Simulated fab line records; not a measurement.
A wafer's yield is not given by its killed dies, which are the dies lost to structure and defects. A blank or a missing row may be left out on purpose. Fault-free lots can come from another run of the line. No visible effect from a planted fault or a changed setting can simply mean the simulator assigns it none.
8D (eight disciplines) problem report, filled in by code ; flow n5_finfet ; the parts of the form that need people (team, actions taken, sign-off) are left out

## 1. WHAT WENT WRONG
killed_at_M0_to_M3 at N5_PASSIVATION_PROBE_49 reads a mean of 156 on 1 wafer of 1 lot; wafers without a fault read 34 with a standard deviation of 12. That puts it +10 standard deviations away from the usual mean.
Seen first at day 14 16:00 on prober-02, wafer L274.1. At this step, 7 wafers from 3 lots have a number in the record. Rule for "out", or "out of limits": more than 4 standard deviations from the usual mean. Any other wafer with a number is counted as sound.

## 2. WHAT THIS IS AND IS NOT
question;is;is not
which readings at this step;killed_at_M0_to_M3, defect_limited_yield, killed_dies, sort_bin_5_function, sort_n_pass, sort_yield_pct;killed_at_M4_up, killed_at_contacts, killed_at_front_end, killed_at_other, killed_open, killed_short, sort_bin_6_memory
which lots;L274;L265, L266
which wafers of those lots;all that have a number;-
read on which tools;prober-02;prober-01
when;from day 14 16:00;up to then (6 sound wafers)

## 3. SUSPECTS, AND WHAT RULES EACH OUT
Counting: a tool at any process step up to the reading remains a suspect when it ran all the lots that are out and ran no sound lot after the first of those.
- pvd_sputter-01 at N5_BEOL_M1_SURFACE_TREAT_85: kept. It ran the lot that is out, L274 (day 8 15:13), and no sound lot after that; its last sound lot up to then is L265 (day 6 09:46).
- pvd_sputter-02 at N5_BEOL_M1_ANNEAL_82 (time 240 s): kept. It ran the lot that is out, L274 (day 8 17:07), and no sound lot after that; its last sound lot up to then is L266 (day 6 10:46).
- pvd_sputter-02 at N5_BEOL_M1_SPUTTER_86 (material Cu, target thk 4.5 nm, time 8.29 s): kept. It ran the lot that is out, L274 (day 8 17:16), and no sound lot after that; its last sound lot up to then is L266 (day 6 10:54).
- pvd_sputter-02 at N5_BEOL_M1_SPUTTER_88 (material Cu, target thk 4.5 nm, time 8.29 s): kept. It ran the lot that is out, L274 (day 8 17:29), and no sound lot after that; its last sound lot up to then is L266 (day 6 11:07).
- pvd_sputter-02 at N5_BEOL_M1_ANNEAL_89 (time 240 s): kept. It ran the lot that is out, L274 (day 8 17:34), and no sound lot after that; its last sound lot up to then is L266 (day 6 11:12).
- cmp-02 at N5_BEOL_M1_CMP_52 (polishes, stops on SiOC, t overpolish 6.8 s, target thk 40 nm): kept. It ran the lot that is out, L274 (day 8 18:51), and no sound lot after that; its last sound lot up to then is L265 (day 6 12:21).
- prober-02 at N5_PASSIVATION_PROBE_49: kept. It ran the lot that is out, L274 (day 14 16:00), and no sound lot after that. On those wafers its own readings are out: defect_limited_yield, killed_at_M0_to_M3, killed_dies, sort_bin_5_function, sort_n_pass, sort_yield_pct.
Left after counting: pvd_sputter-01 at N5_BEOL_M1_SURFACE_TREAT_85, pvd_sputter-02 at N5_BEOL_M1_ANNEAL_82, pvd_sputter-02 at N5_BEOL_M1_SPUTTER_86, pvd_sputter-02 at N5_BEOL_M1_SPUTTER_88, pvd_sputter-02 at N5_BEOL_M1_ANNEAL_89, cmp-02 at N5_BEOL_M1_CMP_52, prober-02 at N5_PASSIVATION_PROBE_49.

## 4. THE CAUSE (what the simulator had put in)
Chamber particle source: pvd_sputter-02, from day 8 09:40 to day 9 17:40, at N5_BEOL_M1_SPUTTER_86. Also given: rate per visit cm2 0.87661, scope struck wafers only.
Counting left 7 suspects, and this tool is among them.

## 5. THE EFFECT CHAIN, in route order
Rows list readings where the struck wafers' mean (over those with a number) sits beyond 3 standard deviations from the usual. Only readings for which the record gives a usual standard deviation are gone through. hours: the time from each lot's start at the first step in this table that gives one to its start at this step, as a median over the lots. sigmas: the change in usual standard deviations.
hours;step;reading;usual;on struck wafers;change;sigmas
0;N5_PASSIVATION_PROBE_49;defect_limited_yield;91.4 %;82.0;-9.4;-5.9
0;N5_PASSIVATION_PROBE_49;killed_at_M0_to_M3;34;156;+122;+10
0;N5_PASSIVATION_PROBE_49;killed_dies;102;212;+110;+5.8
0;N5_PASSIVATION_PROBE_49;sort_bin_5_function;5.1 %;11.4;+6.3;+5.7
0;N5_PASSIVATION_PROBE_49;sort_n_pass;1078;968;-110;-5.8
0;N5_PASSIVATION_PROBE_49;sort_yield_pct;91.4 %;82.0;-9.4;-5.9
Its process steps:
- N5_PASSIVATION_PROBE_49

## 6. HOW IT WOULD HAVE BEEN CAUGHT EARLIER
In this record no reading fell out of limits until day 14 16:00, 150 hours after the fault had begun at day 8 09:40.
Tool readings at N5_BEOL_M1_SPUTTER_86 with a usual standard deviation given in the record: none out on any struck wafer, hence no alarm at a limit of 4 standard deviations on them.
The start of N5_BEOL_M1_SPUTTER_86 on pvd_sputter-02 came by day 14 16:00 for every one of the lots that are out (1). None of them would have been spared by holding the tool at that moment.
